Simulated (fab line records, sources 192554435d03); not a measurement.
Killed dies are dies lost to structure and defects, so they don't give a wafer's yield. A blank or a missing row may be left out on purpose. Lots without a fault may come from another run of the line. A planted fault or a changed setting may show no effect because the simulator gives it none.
fab line records | flow n5_finfet
record lots=5 wafers=15 last_day=19
route steps=1938 shown FIN_SAQP@90 PASSIVATION@1936
lots that met no fault: from a run of the same line without faults
start_h: hours from the record's first day to the start of the lot's first wafer shown | wait_h: hours since the lot's step before | " the same as in the row above | L1.1+2: a row that stands for several wafers | - no value, or no start given | * or withheld: withheld | < > ~ a bound
route shown NAME@n: a module of which the file shows steps, and the number in the route of the first | usual: mean/standard deviation of fault-free wafers | same: alike in all rows | chamber/n: place in a boat | sites: the reading at each site | _std_site: their standard deviation | _edge_site: outer sites' mean less inner sites' | radius_mm: how far each site lies from the wafer's centre | mask NAME#n: copy n | behind: the tool/chamber that last shaped the wafer | hold: why the lot was held/for how many hours/how that ended | device: the transistor (n, p or np) that didn't switch | end of line: the same wafers' tests at the end of the route | a step without rows: its recipe alone | killed: dies lost to structure and defects at the first sort, not the wafer's yield | map: a wafer's dies, x killed, . not, _ none there
set.NAME: the setting as run; set.NAME@STEP: as run at that earlier step | model.NAME: the simulator's own value behind a step, which no gauge read
lots at some steps of the route; a table a step, a row a wafer
services: from which hour (start_h, from the record's first day; less than 0 if before it) a tool's chamber was out of use, for how many hours, and why
## steps
# step N5_FIN_SAQP_PRECLEAN_42
# recipe chemistry=O3/DIW time_s=60 temp_c=22 o3_ppm=10
# step N5_FIN_SAQP_PRECLEAN_00
# recipe chemistry=SC1 time_s=60 temp_c=55 mix=1:2:50
# step N5_FIN_SAQP_PRECLEAN_44
# recipe chemistry=SC2 time_s=45 temp_c=35 mix=1:1:50
# step N5_FIN_SAQP_SRD_01
# recipe dry=ipa_marangoni time_s=30 temp_c=23 rinse_liquid=diw
# step N5_FIN_SAQP_ALD_61
# recipe material=SiO2 target_thk_a=40 temp_c=300 ald_precursor_family=BDEAS ald_co_reactant=O2-plasma pulse_time_s=1 purge_time_s=2 co_reactant_purge_time_s=2 ald_cycles=43 pressure_torr=2
# step N5_FIN_SAQP_DENSIFY_62
# recipe temp_c=700 time_s=60 ambient=N2 idle_temp_c=600 ramp_up_c_per_s=150 ramp_down_c_per_s=60 cool_to_c=600
# step N5_FIN_SAQP_HM_DEP_03
# recipe material=SiNx target_thk_a=380 temp_c=400 precursor=SiH4/NH3/N2 pressure_torr=1.5 rf_w=300 time_s=33.6
# step N5_FIN_SAQP_PECVD_47
# recipe material=a-Si target_thk_a=450 temp_c=400 precursor=SiH4/He pressure_torr=3 rf_w=100 time_s=36.3
# step N5_FIN_SAQP_PECVD_48
# recipe material=SiNx target_thk_a=250 temp_c=400 precursor=SiH4/NH3/N2 pressure_torr=1.5 rf_w=300 time_s=22.1
# step N5_FIN_SAQP_PECVD_06
# recipe material=a-Si target_thk_a=600 temp_c=400 precursor=SiH4/He pressure_torr=3 rf_w=100 time_s=48.1
# step N5_FIN_SAQP_HM_DEP_72
# recipe material=SiO2 target_thk_a=120 temp_c=400 precursor=SiH4/N2O pressure_torr=0.75 rf_w=275 time_s=7.2
# usual chamber_pressure_Torr=0.7500/0.0017 heater_power_w=721/77 showerhead_plenum_p_Torr=8.10/0.13 showerhead_vpp_V=1021/49
# columns lot.wafer tool chamber start_h wait_h chamber_pressure_Torr heater_power_w showerhead_plenum_p_Torr showerhead_vpp_V model.SiO2_of_FIN_SAQP_HM_DEP_72.thk_nm
L506.1 pecvd-02 1 51.62 0.0 0.7509 779 7.99 996 11.96
L506.4 " 0 " " 0.7500 751 8.05 1040 12.04
L506.6 " 1 " " 0.7494 783 7.99 990 11.9
L513.2 pecvd-02 0 95.75 0.1 0.7490 810 8.06 1033 17.31
L513.4 " 2 " " 0.7525 754 8.14 1000 17.57
L513.6 " 1 " " 0.7508 822 7.97 998 17.58
L517.1 pecvd-02 0 117.24 0.0 0.7489 780 8.08 1044 17.34
L517.2 " 1 " " 0.7494 725 7.99 1000 17.25
L517.5 " 0 " " 0.7516 780 8.06 1045 17.6
L518.1 pecvd-02 0 123.50 0.0 0.7508 711 8.08 1064 17.49
L518.3 " 2 " " 0.7495 696 8.16 992 17.51
L518.4 " 2 " " 0.7474 697 8.15 1008 18.03
L524.1 pecvd-04 2 160.25 0.0 0.7500 682 8.18 987 12.01
L524.2 " 1 " " 0.7501 758 8.04 1064 11.91
L524.6 " 1 " " 0.7487 766 8.04 1054 11.97
# step N5_FIN_SAQP_COAT_49
# recipe resist=SOC temp_c=250 time_s=60 spin_rpm=1500 resist_thk_nm=100
# step N5_FIN_SAQP_COAT_50
# recipe resist=SiARC temp_c=220 time_s=60 spin_rpm=1500 resist_thk_nm=35
# step N5_FIN_SAQP_COAT_10
# recipe resist=CAR-ArF spin_rpm=1500 resist_thk_nm=90
# step N5_FIN_SAQP_EBR_12
# recipe solvent=PGMEA ebr_width_mm=1.5
# step N5_FIN_SAQP_SOFTBAKE_11
# recipe temp_c=110 time_s=60 resist=CAR-ArF
# step N5_FIN_SAQP_EXPOSE_13
# recipe mask_id=FIN_CORE na=1.35 source_shape=dipole sigma_inner=0.538 sigma_outer=0.738 polarization=te target_cd_nm=35.6 dose_mj=63.25
# step N5_FIN_SAQP_PEB_14
# recipe peb_temp_c=withheld peb_time_s=60 resist=CAR-ArF
# step N5_FIN_SAQP_DEVELOP_15
# recipe develop_time_s=30 developer=TMAH resist=CAR-ArF dev_temp_c=23 rinse_liquid=diw dry=air_spin
# step N5_FIN_SAQP_DESCUM_21
# recipe chemistry=O2 time_s=7.9 source_power_w=50 bias_power_w=20 pressure_mtorr=20 rf_frequency_hz=2.712e+07 temp_c=40 resist=CAR-ArF o2_flow_sccm=225
# step N5_FIN_SAQP_ETCH_51
# recipe chemistry=CF4 target=SiARC target_depth_a=455 mask_material=CAR-ArF time_s=75.8 ion_energy_ev=80 pressure_mtorr=40 source_w=545 bias_w=36 Ar_flow_sccm=100 cf4_flow_sccm=100 ends=cleared
# step N5_FIN_SAQP_ETCH_52
# recipe chemistry=N2/H2 target=SOC target_depth_a=1000 overetch_a=200 mask_material=SiARC temp_c=40 time_s=150 ion_energy_ev=200 pressure_mtorr=30 source_w=840 bias_w=150 n2_flow_sccm=200 h2_flow_sccm=200 ends=end_point
# step N5_FIN_SAQP_STRIP_53
# recipe chemistry=N2/H2 temp_c=40 n2_flow_sccm=200 h2_flow_sccm=200 rf_frequency_hz=6e+07
# step N5_FIN_SAQP_HM_OPEN_73
# recipe chemistry=CHF3/O2 target=SiO2 stop_on=a-Si target_depth_a=120 over_etch_frac=1.8 mask_material=SOC time_s=16.8 pressure_mtorr=30 source_w=650 bias_w=170 Ar_flow_sccm=200 CHF3_flow_sccm=50 O2_flow_sccm=5 ion_energy_ev=200 ends=end_point
# usual CHF3_flow_sccm=49.98/0.14 drypump_motor_current_A=5.5/0.32 oes_f_703_au=0.79/0.07 oes_product_au=0.47/0.041 rf_vpp_V=526/9.9 showerhead_plenum_p_Torr=2.43/0.062 throttle_valve_pct=18.97/0.16
# columns lot.wafer tool chamber start_h wait_h CHF3_flow_sccm drypump_motor_current_A oes_f_703_au oes_product_au rf_hours_counter_h rf_vpp_V showerhead_plenum_p_Torr throttle_valve_pct model.etch.depth_nm
L506.1 rie_diel-01 0 52.51 0.0 49.79 5.7 0.89 0.53 27 530 2.46 18.83 11.96
L506.4 " 3 " " 49.89 5.7 0.78 0.46 143 530 2.41 19.00 12.04
L506.6 " 3 " " 50.08 5.7 0.78 0.46 - 531 2.41 19.00 11.9
L513.2 rie_diel-02 2 96.73 0.0 50.13 5.3 0.73 0.51 177 538 2.31 19.30 17.31
L513.4 " 1 " " 50.03 5.2 0.78 0.56 - 517 2.42 18.81 17.57
L513.6 " 2 " " 50.06 5.3 0.73 0.51 - 538 2.31 19.28 17.58
L517.1 rie_diel-01 0 117.86 0.0 50.33 5.7 0.85 0.59 52 528 2.45 18.90 17.34
L517.2 " 1 " " 50.11 5.7 0.94 0.66 6 534 2.47 18.75 17.25
L517.5 " 3 " " 50.09 5.7 0.76 0.52 - 530 2.40 19.05 17.6
L518.1 rie_diel-02 3 124.63 0.0 49.93 5.1 0.75 0.53 162 540 2.50 19.23 17.49
L518.3 " 2 " " 49.94 5.3 0.73 0.51 185 538 2.30 19.31 17.51
L518.4 " 1 " " 49.84 5.2 0.76 0.56 126 517 2.42 18.83 18.03
L524.1 rie_diel-06 3 161.01 0.0 50.09 5.9 0.77 0.46 159 507 2.32 18.97 12.01
L524.2 " 2 " " 50.03 5.2 0.70 0.42 193 527 2.51 19.03 11.91
L524.6 " 2 " " 49.95 5.1 0.70 0.43 - 526 2.51 19.02 11.97
# step N5_FIN_SAQP_STRIP_74
# recipe chemistry=CHF3/O2 resist=SiARC rf_frequency_hz=6e+07
# step N5_PASSIVATION_PROBE_49
# usual killed_at_M0_to_M3=35/12 killed_at_M4_up=13/5.8 killed_at_contacts=12/5.5 killed_at_front_end=36/9.9 killed_at_other=4/3.7 killed_dies=101/18 killed_open=66/13 killed_short=33/8
# same gross_dies=1180 killed_at_back_side=0
# columns lot.wafer tool chamber start_h wait_h killed_at_M0_to_M3 killed_at_M4_up killed_at_contacts killed_at_front_end killed_at_other killed_dies killed_open killed_short
L506.1 prober-01 - 330.90 0.0 40 23 21 40 2 126 79 38
L506.4 prober-01 - 331.05 0.2 34 7 22 31 3 97 75 21
L506.6 prober-01 - 331.15 0.3 38 13 20 41 0 112 80 31
# killed by level:class
L506.1 MOL_CONTACT_COAG:geometric_particle:open=17 BEOL_M0_SAQP:geometric_particle:short=13 FIN_SAQP:geometric_particle:open=11 BEOL_M0_SAQP:geometric_particle:open=10 BEOL_M4:geometric_particle:open=9 HKMG_FIN:area_etch=9 FIN_SAQP:geometric_particle:short=7 BEOL_M1:geometric_particle:open=6
L506.4 MOL_CONTACT_COAG:geometric_particle:open=22 BEOL_M0_SAQP:geometric_particle:open=9 STI_FIN_REVEAL:geometric_particle:open=8 BEOL_M0_SAQP:geometric_particle:short=8 BEOL_M2:geometric_particle:open=6 DUMMY_GATE:geometric_particle:open=5 STARTING-WAFER:geometric_particle:open=5 FIN_SAQP:geometric_particle:open=3
L506.6 MOL_CONTACT_COAG:geometric_particle:open=16 BEOL_M0_SAQP:geometric_particle:open=13 BEOL_M0_SAQP:geometric_particle:short=10 STI_FIN_REVEAL:geometric_particle:open=8 BEOL_M2:geometric_particle:open=8 DUMMY_GATE:geometric_particle:open=7 BEOL_M4:geometric_particle:open=6 FIN_SAQP:geometric_particle:short=5
## services
# columns tool chamber start_h hours kind
rie_diel-01 1 72.25 - clean
rie_diel-01 1 72.25 - consumable_replace:esc
rie_diel-01 1 72.25 - consumable_replace:focus_ring
rie_diel-01 1 72.25 27.6 scheduled_down
rie_diel-01 1 72.25 27.6 vent_cycle
rie_diel-01 2 84.59 4.7 repair
rie_diel-02 0 92.12 4.1 repair
rie_diel-06 3 93.50 2.2 repair
pecvd-02 0 105.46 5.5 scheduled_down
pecvd-04 - 128.28 5.5 pm
rie_diel-06 1 144.17 - clean
rie_diel-06 1 144.17 - consumable_replace:focus_ring
rie_diel-06 1 144.17 14.5 scheduled_down
rie_diel-06 1 144.17 14.5 vent_cycle
pecvd-02 1 151.37 2.1 scheduled_down
## key
first_sign none at tools or gauges
model_effect step=N5_FIN_SAQP_HM_DEP_72 value=SiO2_of_FIN_SAQP_HM_DEP_72.thk_nm without=12.03 struck=17.52
model_effect step=N5_FIN_SAQP_HM_OPEN_73 value=etch.depth_nm without=12.03 struck=17.52
met_at N5_FIN_SAQP_HM_DEP_72
struck_wafers L513.2,L513.4,L513.6,L517.1,L517.2,L517.5,L518.1,L518.3,L518.4
tester_left_out L513,L517,L518
onset_between 51.62 95.75
fault kind=process_parameter_drift tool=pecvd-02 chamber=- onset_h=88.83 steps=N5_FIN_SAQP_HM_DEP_72 channel=time_s offset=* shape=step end_h=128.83 acts_in=* stated=*
# tester_left_out: of these lots the tester's yield and bins aren't shown, on N5 and GAA mostly nor the transistor test; their killed dies are dies lost to structure and defects alone, not to doping, threshold or leakage, so they don't give the yield
